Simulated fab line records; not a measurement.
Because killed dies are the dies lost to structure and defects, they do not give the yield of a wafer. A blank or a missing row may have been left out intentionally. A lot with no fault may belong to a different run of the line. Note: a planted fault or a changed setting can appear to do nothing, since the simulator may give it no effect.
fab line records | flow n5Finfet
record: lots: 14 | wafers: 42 | lastDay: 17
route steps=1938 shown BEOL_M8@1333
lots untouched by any fault: they come from a run of this same line in which no faults occurred
startH: hours from the record's first day to the start of the lot's first wafer shown | waitH: time in hours since the lot's previous step | " as in the row above | L1.1+2: a single row standing in for several wafers | - no value, or no start was given | * or withheld: withheld | < > ~ a bound
route shown NAME@n: a module of which the file shows steps, and the number in the route of the first | usual: mean and standard deviation over wafers with no fault | same: alike in all rows | chamber/n: place in a boat | sites: readings site by site | _std_site: how widely they spread, as a standard deviation | _edge_site: inner sites' mean taken away from outer sites' mean | radiusMm: how far each site lies from the wafer's centre | mask NAME#n: copy n | behind: tool/chamber where the wafer was last shaped | hold: cause of the lot's hold/its duration in hours/its outcome | device: names the non-switching transistor (n, p or np) | end of line: the route-end tests of the same wafers | a step without rows: its recipe alone | killed: the dies lost at the first sort to structure and to defects; this is not the yield of the wafer | map: per-die view of a wafer (x killed, . not killed, _ where there is no die)
set.NAME: setting as actually run; set.NAME@STEP: the setting as run at that earlier step | model.NAME: the simulator's own value behind a step, which no gauge read
route steps across a sampled set of lots; one table per step, one row per wafer
services: from which hour (startH, from the record's first day; less than 0 if before it) a tool's chamber was out of use, for how many hours, and why
== steps ==
step: N5_BEOL_M8_CURE_74
recipe: tempC: 385 | timeS: 240 | ambient: He/Ar | material: SiCOH_lowk
usual: lampPowerPct: 52.31/0.054 | wafer_temp_C_max: 386.8/0.53
lot.wafer | tool      | chamber | startH | waitH | lampPowerPct | wafer_temp_C_max
L827.2    | uvCure-01 | 0       | 198.42 | 0.1   | 52.29        | 386.5
L827.5    | "         | 0       | "      | "     | 52.37        | 386.8
L827.6    | "         | 0       | "      | "     | 52.34        | 386.7
L828.3    | uvCure-02 | 0       | 198.77 | 0.2   | 52.27        | 386.7
L828.4    | "         | 0       | "      | "     | 52.30        | 386.3
L828.5    | "         | 0       | "      | "     | 52.29        | 386.4
L830.1    | uvCure-02 | 2       | 200.14 | 0.3   | 52.21        | 386.5
L830.3    | "         | 2       | "      | "     | 52.37        | 387.2
L830.5    | "         | 2       | "      | "     | 52.31        | 387.2
L829.2    | uvCure-03 | 0       | 206.48 | 0.1   | 52.31        | 387.5
L829.4    | "         | 0       | "      | "     | 52.29        | 386.8
L829.6    | "         | 0       | "      | "     | 52.27        | 386.7
L834.1    | uvCure-03 | 2       | 235.16 | 0.0   | 52.32        | 386.3
L834.4    | "         | 2       | "      | "     | 52.42        | 386.4
L834.6    | "         | 2       | "      | "     | 52.25        | 386.3
L836.1    | uvCure-03 | 0       | 240.54 | 0.0   | 52.20        | 387.2
L836.2    | "         | 0       | "      | "     | 52.22        | 386.4
L836.4    | "         | 0       | "      | "     | 52.28        | 386.3
L837.3    | uvCure-01 | 2       | 249.71 | 0.2   | 52.25        | 386.3
L837.5    | "         | 2       | "      | "     | 52.33        | 387.4
L837.6    | "         | 2       | "      | "     | 52.33        | 386.3
L838.2    | uvCure-01 | 1       | 261.92 | 0.1   | 52.33        | 387.2
L838.4    | "         | 1       | "      | "     | 52.33        | 386.9
L838.6    | "         | 1       | "      | "     | 52.36        | 386.9
L844.4    | uvCure-02 | 1       | 292.96 | 0.3   | 52.34        | 387.2
L844.5    | "         | 1       | "      | "     | 52.38        | 387.3
L844.6    | "         | 1       | "      | "     | 52.33        | 387.5
L845.1    | uvCure-03 | 0       | 304.26 | 0.0   | 52.32        | 386.7
L845.4    | "         | 0       | "      | "     | 52.28        | 387.4
L845.6    | "         | 0       | "      | "     | 52.40        | 386.7
L846.1    | uvCure-02 | 0       | 311.25 | 0.0   | 52.30        | 386.9
L846.4    | "         | 0       | "      | "     | 52.32        | 386.7
L846.5    | "         | 0       | "      | "     | 52.37        | 386.6
L847.2    | uvCure-03 | 1       | 317.35 | 0.1   | 52.27        | 386.2
L847.3    | "         | 1       | "      | "     | 52.33        | 385.8
L847.4    | "         | 1       | "      | "     | 52.44        | 385.6
L848.1    | uvCure-01 | 2       | 320.08 | 0.0   | 52.26        | 387.2
L848.3    | "         | 2       | "      | "     | 52.23        | 386.8
L848.4    | "         | 2       | "      | "     | 52.32        | 386.6
L850.1    | uvCure-02 | 1       | 334.99 | 0.0   | 52.33        | 387.3
L850.4    | "         | 1       | "      | "     | 52.38        | 387.2
L850.5    | "         | 1       | "      | "     | 52.29        | 387.5
step: N5_BEOL_M8_INSPECT_13
recipe: mode: adi | inspectInstrument: brightfield
usual: rawDefectCount: 420/94
lot.wafer | tool             | chamber | startH | waitH | rawDefectCount
L827.2    | defectInspect-01 | -       | 199.37 | 0.0   | 339
L827.5    | "                | -       | "      | "     | 356
L827.6    | "                | -       | "      | "     | 367
L828.3    | defectInspect-02 | -       | 199.77 | 0.0   | 442
L828.4    | "                | -       | "      | "     | 341
L828.5    | "                | -       | "      | "     | 519
L830.1    | defectInspect-01 | -       | 202.09 | 0.0   | 412
L830.3    | "                | -       | "      | "     | 480
L830.5    | "                | -       | "      | "     | 348
L829.2    | defectInspect-02 | -       | 210.78 | 0.0   | 507
L829.4    | "                | -       | "      | "     | 555
L829.6    | "                | -       | "      | "     | 411
L834.1    | defectInspect-01 | -       | 237.36 | 0.0   | 329
L834.4    | "                | -       | "      | "     | 355
L834.6    | "                | -       | "      | "     | 345
L836.1    | defectInspect-02 | -       | 243.17 | 0.0   | 329
L836.2    | "                | -       | "      | "     | 291
L836.4    | "                | -       | "      | "     | 470
L837.3    | defectInspect-02 | -       | 251.97 | 0.0   | 327
L837.5    | "                | -       | "      | "     | 347
L837.6    | "                | -       | "      | "     | 392
L838.2    | defectInspect-02 | -       | 263.92 | 0.0   | 356
L838.4    | "                | -       | "      | "     | 259
L838.6    | "                | -       | "      | "     | 370
L844.4    | defectInspect-02 | -       | 294.26 | 0.0   | 433
L844.5    | "                | -       | "      | "     | 474
L844.6    | "                | -       | "      | "     | 471
L845.1    | defectInspect-02 | -       | 306.04 | 0.0   | 393
L845.4    | "                | -       | "      | "     | 345
L845.6    | "                | -       | "      | "     | 540
L846.1    | defectInspect-01 | -       | 313.22 | 0.0   | 603
L846.4    | "                | -       | "      | "     | 482
L846.5    | "                | -       | "      | "     | 338
L847.2    | defectInspect-02 | -       | 319.14 | 0.0   | 359
L847.3    | "                | -       | "      | "     | 380
L847.4    | "                | -       | "      | "     | 269
L848.1    | defectInspect-01 | -       | 321.49 | 0.0   | 314
L848.3    | "                | -       | "      | "     | 421
L848.4    | "                | -       | "      | "     | 327
L850.1    | defectInspect-02 | -       | 336.87 | 0.0   | 435
L850.4    | "                | -       | "      | "     | 455
L850.5    | "                | -       | "      | "     | 355
step: N5_BEOL_M8_HM_OPEN_17
recipe: chemistry: Cl2/BCl3 | targetDepthA: 200 | overetchA: 60 | target: TiN | maskMaterial: SOC | ionEnergyEv: 150 | pressureMtorr: 10 | icpW: 1000 | biasW: 126 | Cl2_flow_sccm: 53.25 | bcl3FlowSccm: 21.75 | Ar_flow_sccm: 25
usual: drypumpMotorCurrentA: 5.8/0.43 | oesProductAu: 0.68/0.07 | rfFwdPowerW: 993/3.8 | throttleValvePct: 22.14/0.11
lot.wafer | tool        | chamber | startH | waitH | drypumpMotorCurrentA | oesProductAu | rfFwdPowerW | rfHoursCounterH | throttleValvePct
L827.2    | rieMetal-02 | 0       | 200.82 | 0.0   | 6.2                  | 0.69         | 992         | 26              | 22.31
L827.5    | "           | 0       | "      | "     | 6.2                  | 0.69         | 997         | -               | 22.31
L827.6    | "           | 1       | "      | "     | 6.1                  | 0.67         | 997         | -               | 22.06
L828.3    | rieMetal-03 | 1       | 201.93 | 0.1   | 6.0                  | 0.62         | 991         | -               | 22.10
L828.4    | "           | 0       | "      | "     | 5.1                  | 0.76         | 995         | -               | 22.24
L828.5    | "           | 0       | "      | "     | 5.1                  | 0.77         | 992         | -               | 22.23
L830.1    | rieMetal-03 | 1       | 204.01 | 0.0   | 6.0                  | 0.62         | 994         | 59              | 22.10
L830.3    | "           | 1       | "      | "     | 6.0                  | 0.62         | 998         | -               | 22.11
L830.5    | "           | 0       | "      | "     | 5.1                  | 0.76         | 989         | -               | 22.21
L829.2    | rieMetal-01 | 1       | 211.09 | 0.0   | 5.3                  | 0.85         | 991         | 1               | 22.05
L829.4    | "           | 0       | "      | "     | 6.2                  | 0.60         | 986         | -               | 22.01
L829.6    | "           | 0       | "      | "     | 6.2                  | 0.61         | 988         | -               | 21.98
L834.1    | rieMetal-03 | 0       | 237.80 | 0.0   | 5.1                  | 0.75         | 993         | 11              | 22.24
L834.4    | "           | 0       | "      | "     | 5.1                  | 0.75         | 997         | -               | 22.23
L834.6    | "           | 1       | "      | "     | 6.0                  | 0.60         | 993         | -               | 22.12
L836.1    | rieMetal-03 | 1       | 243.48 | 0.0   | 6.0                  | 0.60         | 992         | 62              | 22.14
L836.2    | "           | 0       | "      | "     | 5.1                  | 0.74         | 991         | 12              | 22.24
L836.4    | "           | 1       | "      | "     | 6.0                  | 0.61         | 994         | -               | 22.12
L837.3    | rieMetal-03 | 0       | 253.02 | 0.1   | 5.1                  | 0.74         | 991         | -               | 22.22
L837.5    | "           | 0       | "      | "     | 5.1                  | 0.74         | 987         | -               | 22.23
L837.6    | "           | 1       | "      | "     | 6.0                  | 0.61         | 989         | -               | 22.12
L838.2    | rieMetal-02 | 1       | 264.23 | 0.0   | 6.0                  | 0.66         | 1000        | 35              | 22.08
L838.4    | "           | 0       | "      | "     | 6.2                  | 0.68         | 996         | -               | 22.31
L838.6    | "           | 1       | "      | "     | 6.0                  | 0.66         | 1001        | -               | 22.07
L844.4    | rieMetal-02 | 0       | 294.60 | 0.1   | 6.2                  | 0.68         | 996         | -               | 22.32
L844.5    | "           | 1       | "      | "     | 6.0                  | 0.66         | 993         | -               | 22.08
L844.6    | "           | 0       | "      | "     | 6.2                  | 0.68         | 995         | -               | 22.32
L845.1    | rieMetal-01 | 0       | 306.44 | 0.0   | 6.2                  | 0.60         | 996         | 74              | 22.01
L845.4    | "           | 0       | "      | "     | 6.2                  | 0.60         | 990         | -               | 22.01
L845.6    | "           | 1       | "      | "     | 5.3                  | 0.78         | 990         | -               | 22.07
L846.1    | rieMetal-03 | 0       | 313.60 | 0.0   | 5.1                  | 0.71         | 993         | 21              | 22.27
L846.4    | "           | 1       | "      | "     | 6.0                  | 0.59         | 987         | -               | 22.16
L846.5    | "           | 0       | "      | "     | 5.1                  | 0.72         | 999         | -               | 22.25
L847.2    | rieMetal-03 | 1       | 319.52 | 0.1   | 5.9                  | 0.59         | 994         | 72              | 22.15
L847.3    | "           | 0       | "      | "     | 5.1                  | 0.70         | 991         | -               | 22.26
L847.4    | "           | 1       | "      | "     | 5.9                  | 0.58         | 996         | -               | 22.14
L848.1    | rieMetal-01 | 1       | 321.80 | 0.0   | 5.3                  | 0.77         | 999         | 9               | 22.08
L848.3    | "           | 1       | "      | "     | 5.4                  | 0.77         | 995         | -               | 22.06
L848.4    | "           | 0       | "      | "     | 6.3                  | 0.60         | 1002        | -               | 22.00
L850.1    | rieMetal-03 | 1       | 337.19 | 0.0   | 6.0                  | 0.60         | 992         | 73              | 22.11
L850.4    | "           | 0       | "      | "     | 5.1                  | 0.71         | 991         | -               | 22.26
L850.5    | "           | 1       | "      | "     | 5.9                  | 0.59         | 996         | -               | 22.13
step: N5_BEOL_M8_PEB_26
recipe: pebTempC: 100 | pebTimeS: 60 | resist: CAR-EUV
usual: chillPlateTempC: 22.98/0.13 | exhaustPa: 45.0/0.8
lot.wafer | tool          | chamber | startH | waitH | chillPlateTempC | exhaustPa
L827.2    | lithoTrack-03 | 0       | 201.69 | 0.1   | 23.00           | 43.7
L827.5    | "             | 0       | "      | "     | 23.00           | 44.2
L827.6    | "             | 0       | "      | "     | 23.08           | 45.0
L828.3    | lithoTrack-03 | 0       | 202.39 | 0.0   | 23.10           | 44.7
L828.4    | "             | 0       | "      | "     | 23.01           | 44.0
L828.5    | "             | 0       | "      | "     | 22.91           | 44.4
L830.1    | lithoTrack-03 | 0       | 204.62 | 0.1   | 22.89           | 44.3
L830.3    | "             | 0       | "      | "     | 23.08           | 45.1
L830.5    | "             | 0       | "      | "     | 23.08           | 44.9
L829.2    | lithoTrack-01 | 0       | 211.53 | 0.1   | 23.03           | 46.6
L829.4    | "             | 0       | "      | "     | 22.93           | 46.1
L829.6    | "             | 0       | "      | "     | 22.89           | 45.1
L834.1    | lithoTrack-01 | 0       | 238.34 | 0.1   | 23.03           | 45.3
L834.4    | "             | 0       | "      | "     | 23.11           | 44.9
L834.6    | "             | 0       | "      | "     | 23.23           | 44.8
L836.1    | lithoTrack-01 | 0       | 245.92 | 0.1   | 22.99           | 45.4
L836.2    | "             | 0       | "      | "     | 23.09           | 44.1
L836.4    | "             | 0       | "      | "     | 23.05           | 45.0
L837.3    | lithoTrack-01 | 0       | 253.69 | 0.0   | 23.07           | 45.2
L837.5    | "             | 0       | "      | "     | 22.90           | 43.9
L837.6    | "             | 0       | "      | "     | 22.97           | 44.5
L838.2    | lithoTrack-03 | 0       | 264.83 | 0.1   | 22.90           | 45.6
L838.4    | "             | 0       | "      | "     | 22.84           | 45.9
L838.6    | "             | 0       | "      | "     | 22.79           | 46.2
L844.4    | lithoTrack-05 | -       | 296.47 | 0.0   | -               | -
L844.5    | "             | -       | "      | "     | -               | -
L844.6    | "             | -       | "      | "     | -               | -
L845.1    | lithoTrack-03 | -       | 307.27 | 0.1   | -               | -
L845.4    | "             | -       | "      | "     | -               | -
L845.6    | "             | -       | "      | "     | -               | -
L846.1    | lithoTrack-01 | 0       | 317.57 | 0.1   | 22.89           | 44.7
L846.4    | "             | 0       | "      | "     | 22.92           | 44.6
L846.5    | "             | 0       | "      | "     | 22.87           | 42.9
L847.2    | lithoTrack-03 | 0       | 320.08 | 0.1   | 23.12           | 45.7
L847.3    | "             | 0       | "      | "     | 23.09           | 44.9
L847.4    | "             | 0       | "      | "     | 23.13           | 45.6
L848.1    | lithoTrack-03 | 0       | 323.04 | 0.1   | 22.76           | 46.0
L848.3    | "             | 0       | "      | "     | 22.90           | 45.1
L848.4    | "             | 0       | "      | "     | 22.80           | 45.9
L850.1    | lithoTrack-03 | 0       | 337.71 | 0.1   | 22.69           | 45.7
L850.4    | "             | 0       | "      | "     | 22.82           | 45.1
L850.5    | "             | 0       | "      | "     | 22.79           | 45.7
== services ==
tool          | chamber | startH | hours | kind
rieMetal-01   | -       | 175.05 | 14.6  | pm
rieMetal-01   | 1       | 189.65 | -     | clean
rieMetal-01   | 1       | 189.65 | 15.7  | scheduledDown
rieMetal-01   | 1       | 189.65 | 15.7  | ventCycle
uvCure-03     | -       | 193.95 | 7.5   | pm
lithoTrack-05 | -       | 222.53 | -     | consumableReplace:filter
lithoTrack-03 | -       | 223.66 | -     | consumableReplace:filter
uvCure-01     | -       | 226.66 | 10.1  | repair
rieMetal-01   | -       | 248.80 | 28.1  | pm
rieMetal-01   | -       | 279.59 | 0.7   | repair
uvCure-03     | -       | 328.21 | 14.1  | repair
lithoTrack-03 | -       | 336.82 | -     | consumableReplace:filter
== key ==
firstSign: step: N5_BEOL_M8_PEB_26 | reading: toolRecord | direction: missing
effect none on later readings
metAt N5_BEOL_M8_PEB_26
struckLots L844,L845
laterRowsLeftOut L844.4,L844.5,L844.6,L845.1,L845.4,L845.6
sortLeftOut L844.4,L844.5,L844.6,L845.1,L845.4,L845.6
notActingAt N5_BEOL_M8_CURE_74,N5_BEOL_M8_INSPECT_13,N5_BEOL_M8_HM_OPEN_17
onsetBetween 264.83 296.47
fault: kind: skippedStepWhole | tool: lithoTrack-03,lithoTrack-05 | chamber: - | onsetH: 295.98 | steps: N5_BEOL_M8_PEB_26 | scope: struckLotsOnly
sortLeftOut: the simulated sort isn't trusted on such a fault, so these wafers' sort isn't shown, and their yield isn't known
laterRowsLeftOut: the simulator's readings of these wafers behind a module that went badly wrong aren't trusted and aren't shown, but for the sort
